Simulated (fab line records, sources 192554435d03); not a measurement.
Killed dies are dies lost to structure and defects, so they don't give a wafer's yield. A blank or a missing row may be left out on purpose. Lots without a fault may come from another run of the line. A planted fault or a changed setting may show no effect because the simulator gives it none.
Chamber matching | flow n5_finfet | N5_BEOL_M2_PRE_CLEAN_60 on cvd_co-02: 3 sister chambers
The step time 15 s. 6 wafers are shown with their chamber, then 8 later ones without.

WAFERS WITH THEIR CHAMBER
wafer  | chamber | heater_power_w (W)
L080.5 | 0       | 71
L088.1 | 2       | 61
L088.4 | 0       | 72
L093.4 | 2       | 63
L093.5 | 1       | 108
L094.1 | 1       | 110

WAFERS WITHOUT THEIR CHAMBER
wafer  | heater_power_w (W)
L094.2 | 72
L094.3 | 63
L097.1 | 64
L097.2 | 106
L097.5 | 73
L096.2 | 70
L096.3 | 62
L096.6 | 110

WHICH CHAMBER EACH WENT THROUGH
wafer  | from the rows above | in truth
L094.2 | 0                   | 0
L094.3 | 2                   | 2
L097.1 | 2                   | 2
L097.2 | 1                   | 1
L097.5 | 0                   | 0
L096.2 | 0                   | 0
L096.3 | 2                   | 2
L096.6 | 1                   | 1
Placed correctly: 8 of 8. Can't be placed from these rows: 0. Placed wrongly: 0.
How it was worked out, from the rows above alone: a wafer's distance from a chamber is the root of the sum, over the readings, of the square of ((its reading less the chamber's mean) divided by the reading's scatter). The wafer belongs to the nearest chamber; if the next one is less than 2 further off, it can't be placed. A chamber's mean is the mean of its shown wafers. The scatter: the root of (the sum of the squares of (reading less its chamber's mean) over the shown wafers, divided by (wafers less chambers)).
